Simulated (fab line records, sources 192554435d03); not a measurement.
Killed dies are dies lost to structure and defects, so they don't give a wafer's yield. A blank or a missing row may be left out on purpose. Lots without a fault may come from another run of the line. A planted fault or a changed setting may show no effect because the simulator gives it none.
Chamber matching | flow n5_finfet | N5_SDB_STRIP_21 on rie_diel-05: 4 sister chambers
The step strips in CF4. 16 wafers are shown with their chamber, then 8 later ones without.

WAFERS WITH THEIR CHAMBER
wafer  | chamber | drypump_motor_current_A (A) | throttle_valve_pct (%) | showerhead_plenum_p_Torr (Torr)
L077.1 | 0       | 6.0                         | 13.4                   | 1.73
L077.2 | 2       | 6.5                         | 13.7                   | 1.79
L077.4 | 1       | 6.4                         | 13.3                   | 1.77
L078.1 | 2       | 6.6                         | 13.7                   | 1.79
L078.4 | 0       | 6.0                         | 13.4                   | 1.73
L078.6 | 1       | 6.3                         | 13.3                   | 1.77
L081.2 | 3       | 4.9                         | 13.0                   | 1.75
L081.3 | 2       | 6.6                         | 13.7                   | 1.79
L081.5 | 3       | 4.9                         | 12.9                   | 1.75
L084.2 | 0       | 6.0                         | 13.4                   | 1.73
L084.3 | 3       | 4.9                         | 13.0                   | 1.75
L084.6 | 3       | 4.9                         | 13.0                   | 1.75
L085.2 | 2       | 6.6                         | 13.7                   | 1.79
L085.5 | 1       | 6.4                         | 13.4                   | 1.76
L085.6 | 2       | 6.6                         | 13.7                   | 1.79
L092.1 | 3       | 4.9                         | 13.0                   | 1.74

SIGNATURES (means of the wafers above)
reading                  | chamber 0 | chamber 1 | chamber 2 | chamber 3 | scatter within a chamber
drypump_motor_current_A  | 6.000     | 6.367     | 6.580     | 4.900     | 0.035
throttle_valve_pct       | 13.400    | 13.333    | 13.700    | 12.980    | 0.035
showerhead_plenum_p_Torr | 1.7300    | 1.7667    | 1.7900    | 1.7480    | 0.0035
Rule: a wafer's distance from a chamber is the root of the sum, over the readings, of the square of ((its reading less the chamber's mean) divided by the reading's scatter). The wafer belongs to the nearest chamber; if the next one is less than 2 further off, it can't be placed. The scatter: the root of (the sum of the squares of (reading less its chamber's mean) over the shown wafers, divided by (wafers less chambers)).

WAFERS WITHOUT THEIR CHAMBER
wafer  | drypump_motor_current_A (A) | throttle_valve_pct (%) | showerhead_plenum_p_Torr (Torr)
L092.2 | 6.6                         | 13.7                   | 1.79
L092.3 | 6.0                         | 13.4                   | 1.72
L093.3 | 6.0                         | 13.4                   | 1.72
L093.4 | 6.6                         | 13.7                   | 1.78
L093.6 | 4.9                         | 13.0                   | 1.74
L096.2 | 6.6                         | 13.8                   | 1.78
L096.4 | 6.4                         | 13.4                   | 1.76
L096.6 | 4.9                         | 13.0                   | 1.74

WHICH CHAMBER EACH WENT THROUGH
wafer  | from the rows above | in truth
L092.2 | 2                   | 2
L092.3 | 0                   | 0
L093.3 | 0                   | 0
L093.4 | 2                   | 2
L093.6 | 3                   | 3
L096.2 | 2                   | 2
L096.4 | 1                   | 1
L096.6 | 3                   | 3
Placed correctly: 8 of 8. Can't be placed from these rows: 0. Placed wrongly: 0.
